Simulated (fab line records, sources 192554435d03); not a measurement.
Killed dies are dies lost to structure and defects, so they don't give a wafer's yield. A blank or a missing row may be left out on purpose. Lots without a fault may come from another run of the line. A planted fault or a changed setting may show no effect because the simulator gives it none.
Chamber matching | flow n5_finfet | N5_BEOL_M9_STRIP_36 on rie_diel-06: 4 sister chambers
The step strips in N2/H2. 4 wafers are shown with their chamber, then 11 later ones without.

WAFERS WITH THEIR CHAMBER
wafer  | chamber | showerhead_plenum_p_Torr (Torr)
L082.6 | 0       | 2.52
L083.4 | 1       | 2.67
L083.6 | 2       | 2.44
L087.2 | 3       | 2.48

WAFERS WITHOUT THEIR CHAMBER
wafer  | showerhead_plenum_p_Torr (Torr)
L087.5 | 2.67
L087.6 | 2.48
L088.1 | 2.48
L088.3 | 2.67
L088.5 | 2.43
L089.1 | 2.52
L089.2 | 2.67
L089.6 | 2.67
L093.2 | 2.66
L093.4 | 2.51
L093.5 | 2.51

WHICH CHAMBER EACH WENT THROUGH
wafer  | from the rows above | in truth
L087.5 | 1                   | 1
L087.6 | 3                   | 3
L088.1 | 3                   | 3
L088.3 | 1                   | 1
L088.5 | 2                   | 2
L089.1 | 0                   | 0
L089.2 | 1                   | 1
L089.6 | 1                   | 1
L093.2 | 1                   | 1
L093.4 | 0                   | 0
L093.5 | 0                   | 0
Placed correctly: 11 of 11. Can't be placed from these rows: 0. Placed wrongly: 0.
How it was worked out, from the rows above alone: a wafer's distance from a chamber is the root of the sum, over the readings, of the square of ((its reading less the chamber's mean) divided by the reading's scatter). The wafer belongs to the nearest chamber; if the next one is less than 2 further off, it can't be placed. A chamber's mean is the mean of its shown wafers. The scatter: with one shown wafer a chamber, the root of the mean of the squares of how far each hidden wafer lies from its nearest shown one.
